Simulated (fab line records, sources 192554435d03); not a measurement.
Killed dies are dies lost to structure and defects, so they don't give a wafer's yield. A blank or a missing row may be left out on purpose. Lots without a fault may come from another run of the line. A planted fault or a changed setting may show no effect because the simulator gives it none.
Which tool did it? | flow n5_finfet | 11 lots, 33 wafers sampled, at 4 steps of a route of 1938

WHAT THE GAUGES READ, wafer by wafer
N5_PASSIVATION_CD_MEAS_10: target cd 3000 nm.
lot  | measured     | on        | cd_nm (nm)
L961 | day 11 06:41 | cd_sem-02 | 2999.6 3000.7 2998.3
L965 | day 12 06:40 | cd_sem-01 | 2999.7 3000.9 3000.0
L964 | day 12 06:46 | cd_sem-02 | 3000.4 3001.6 2998.8
L963 | day 12 07:14 | cd_sem-03 | 3000.1 3001.9 3000.8
L971 | day 14 13:38 | cd_sem-02 | 2999.6 3000.0 2999.3
L973 | day 15 08:45 | cd_sem-03 | 3001.7 3001.7 3001.6
L978 | day 16 01:53 | cd_sem-02 | 2997.6 2999.5 2997.2
L981 | day 16 08:17 | cd_sem-03 | 3000.8 3002.7 3002.1
L982 | day 16 21:49 | cd_sem-03 | 3005.0 3004.1 3002.7
L983 | day 16 23:40 | cd_sem-03 | 3002.0 2999.2 3002.0
L984 | day 17 17:17 | cd_sem-03 | 2999.7 2999.9 3001.0

WHICH TOOL RAN EACH LOT (tool, then ch and the chambers of the sampled wafers, then the start)
lot  | N5_MIM_TOP_ALD_00                | N5_MIM_TOP_ETCH_STRIP_01           | N5_MIM_BOT_ETCH_STRIP_01
L961 | ald_hk-01 ch 0,3, day 11 02:32   | rie_diel-02 ch 0,2,3, day 11 04:10 | rie_diel-05 ch 0,2, day 11 05:29
L965 | ald_hk-01 ch 1,2,3, day 11 23:21 | rie_diel-06 ch 0,2, day 12 04:25   | rie_diel-01 ch 0,3, day 12 05:26
L964 | ald_hk-02 ch 0,3, day 11 23:40   | rie_diel-03 ch 0,1,2, day 12 04:26 | rie_diel-01 ch 1,2, day 12 05:49
L963 | ald_hk-03 ch 1,2, day 12 03:37   | rie_diel-03 ch 1,2, day 12 05:17   | rie_diel-04 ch 0,1, day 12 06:18
L971 | ald_hk-01 ch 0,2, day 14 05:51   | rie_diel-02 ch 0,1,3, day 14 10:41 | rie_diel-05 ch 0,2, day 14 11:42
L973 | ald_hk-02 ch 1,2,3, day 15 02:52 | rie_diel-03 ch 0,1,3, day 15 04:35 | rie_diel-05 ch 0,2,3, day 15 05:57
L978 | ald_hk-03 ch 0,1,3, day 15 20:13 | rie_diel-06 ch 0,1,2, day 15 23:57 | rie_diel-04 ch 0,3, day 16 01:00
L981 | ald_hk-01 ch 2,3, day 16 04:14   | rie_diel-03 ch 1,2,3, day 16 05:31 | rie_diel-04 ch 0,2,3, day 16 06:25
L982 | ald_hk-01 ch 0,2,3, day 16 17:29 | rie_diel-03 ch 1,2,3, day 16 19:11 | rie_diel-04 ch 1,2,3, day 16 20:25
L983 | ald_hk-02 ch 0,2,3, day 16 17:52 | rie_diel-03 ch 0,1,3, day 16 19:39 | rie_diel-04 ch 0,1,3, day 16 20:50
L984 | ald_hk-03 ch 0,1,3, day 17 13:10 | rie_diel-02 ch 0,3, day 17 14:22   | rie_diel-05 ch 0,1,2, day 17 15:25
- N5_MIM_TOP_ALD_00: deposits Al2O3, purge time 3 s, co reactant pulse time 3 s.
- N5_MIM_TOP_ETCH_STRIP_01: strips in O2.
- N5_MIM_BOT_ETCH_STRIP_01: strips in O2.

THE ANSWER, worked out from the rows above alone
Rule: what is usual is taken from the lots themselves. Put in order of their means at a reading, lots are off if they are a third of the lots or fewer, leave a main group of 4 or more, and stand apart from it by a gap of 3 or more times the standard deviation of the main group's means; of several such gaps the widest counts. A main group whose means are all the same, to the digits that the tables above print for the reading, isn't used. A lot without any number at a reading at which 4 lots or more have one is off too. The other lots that the step has rows for count as sound.
No lot is off at any reading shown: from this, nothing can be told.

WHAT THE SIMULATOR HAD PUT IN
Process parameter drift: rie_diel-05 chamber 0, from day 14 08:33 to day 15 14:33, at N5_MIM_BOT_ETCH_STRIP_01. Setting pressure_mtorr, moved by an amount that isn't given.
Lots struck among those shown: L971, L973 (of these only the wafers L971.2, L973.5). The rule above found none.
